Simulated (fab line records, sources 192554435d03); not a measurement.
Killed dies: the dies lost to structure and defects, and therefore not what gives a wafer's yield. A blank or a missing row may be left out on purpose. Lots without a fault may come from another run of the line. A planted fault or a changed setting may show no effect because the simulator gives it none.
Struck lot and sound lot, side by side ; flow n5-finfet ; 15 out of 1938 route steps
Sound: wafers L253.1, L253.3, L253.5. Wafers L263.3, L263.5, L263.6 were the ones struck. Last of all comes the cause.
For every step that has rows: the tool of each side, followed by ch and its chambers, followed by its first start. Under that, the readings that differ: sound wafers ; struck wafers ; difference of the means ; sigmas: that difference in standard deviations of wafers without a fault.
alike: readings whose means differ by less than 2 such deviations, and words and numbers that are the same on both sides. not compared: withheld readings, readings that some wafer has no value for, bounds like >300 that may hide the same value, and numbers for which the record gives no deviation and whose values overlap.
The two part at a step that has a row with sigmas, a row that says differs or no value, or rows on one side only. Non-overlapping numbers with no deviation appear without sigmas and do not part them. Lack of a reading on every wafer of one side parts them only where that side has two or more wafers.

N5_BEOL_M0_SAQP_CD_MEAS_40: target cd 30 nm.
  sound on cd-sem-02 ch 0, day 6 04:19; struck on cd-sem-02 ch 0, day 8 14:56
  alike: cd-nm
N5_BEOL_M0_SAQP_OVL_MEAS_41:
  sound on overlay-02 ch 0, day 6 04:20; struck on overlay-02 ch 0, day 8 14:59
  alike: M0_CUT1_OVL
N5_BEOL_M0_SAQP_INSPECT_42: inspects for defects (brightfield).
  sound on defect-inspect-02 at day 6 04:24; struck on defect-inspect-01 at day 8 15:01
  alike: raw-defect-count
N5_BEOL_M0_SAQP_DESCUM_45: chemistry O2, time 7 s.
  sound on rie-diel-05 ch 1,2,3, day 6 04:26; struck on rie-diel-01 ch 0,2, day 8 15:04
  alike: drypump-motor-current-A, oes-product-au, rf-vpp-V, showerhead-plenum-p-Torr, throttle-valve-pct
  not compared: rf-hours-counter-h
N5_BEOL_M0_SAQP_ETCH_88: etches underlayer in N2/H2, target depth 6.5 nm, time 5.2 s.
  sound on rie-diel-05 ch 1,2,3, day 6 04:28; struck on rie-diel-01 ch 0,2, day 8 15:05
  alike: drypump-motor-current-A, etch-rf-on-time-s, oes-product-au, rf-vpp-V, showerhead-plenum-p-Torr, throttle-valve-pct
  not compared: rf-hours-counter-h
then, 1 step without rows for these wafers: N5_BEOL_M0_SAQP_ETCH_73 (etches SiARC in CF4, target depth 19.5 nm, time 32.5 s).
N5_BEOL_M0_SAQP_CUT_ETCH_46: etches SOC in N2/H2, target depth 135 nm, overetch 27 nm, time 202.5 s.
  sound on rie-diel-05 ch 1,2,3, day 6 04:31; struck on rie-diel-01 ch 0,2, day 8 15:08
  alike: drypump-motor-current-A, rf-vpp-V, showerhead-plenum-p-Torr, throttle-valve-pct
  not compared: rf-hours-counter-h
then, 2 steps without rows for these wafers: N5_BEOL_M0_SAQP_STRIP_74 (strips in N2/H2); N5_BEOL_M0_SAQP_STRIP_89 (strips in N2/H2).
N5_BEOL_M0_SAQP_ALD_48: deposits SiO2, target thk 20 nm, pulse time 1 s, co reactant pulse time 1 s.
  sound on ald-sin-02 ch 2,3, day 6 04:43; struck on ald-sin-01 ch 0,1, day 8 15:27
  alike: chamber-pressure-Torr, heater-power-w, precursor-pulse-height-rel
N5_BEOL_M0_SAQP_ETCH_49: etches SiO2 in CF4/O2, target depth 37 nm.
  sound on rie-diel-03 ch 0,1,3, day 6 05:16; struck on rie-diel-05 ch 2,3, day 8 15:58
reading;sound;struck;difference;sigmas
drypump-motor-current-A (A);5.5 5.2 5.3;6.2 6.8 6.2;+1.1;+2
rf-vpp-V (V);243.2 239.7 242.9;237.4 235.2 238.1;-5.0;-2
  alike: O2_flow_sccm, mfc-ar-sccm, oes-product-au, showerhead-plenum-p-Torr, throttle-valve-pct
  not compared: rf-hours-counter-h
then, 1 step without rows for these wafers: N5_BEOL_M0_SAQP_STRIP_75 (strips in CF4).
N5_BEOL_M0_CUTY_COAT_50: time 60 s, resist thk 15 nm.
  sound on litho-track-01 ch 0, day 6 05:25; struck on litho-track-01 ch 0, day 8 16:07
reading;sound;struck;difference;sigmas
spin-speed-rpm (rpm);1499.1 1499.3 1498.9;1219.6 1216.5 1217.4;-281.3;-99 or more
model.SiARC_of_BEOL_M0_CUTY_COAT_50.thk-nm (nm);15 15 15;16.6 16.6 16.8;+1.7;
then, 1 step without rows for these wafers: N5_BEOL_M0_CUTY_COAT_51 (resist thk 150 nm).
-- here the record skips 2 days between the struck wafers' starts before and after, leaving off in module BEOL_M0_CUTY and picking up in module BEOL_M4 (first step shown: number 1111 of the route) --
N5_BEOL_M4_RC_MEAS_101:
  sound on prober-02 ch 0, day 8 10:01; struck on prober-02 ch 0, day 10 21:26
reading;sound;struck;difference;sigmas
SS_N (mV/dec);71.7 71.0 71.5;72.6 72.5 72.6;+1.2;+2
  alike: DIBL_N, DIBL_P, IOFF_N, IOFF_P, ION_N, ION_P, SS_P, VT_N, VT_P

== WHERE THEY PART ==
At N5_BEOL_M0_SAQP_ETCH_49 first; at N5_BEOL_M4_RC_MEAS_101 last (within this record only).

WHY: whatever the simulator had introduced
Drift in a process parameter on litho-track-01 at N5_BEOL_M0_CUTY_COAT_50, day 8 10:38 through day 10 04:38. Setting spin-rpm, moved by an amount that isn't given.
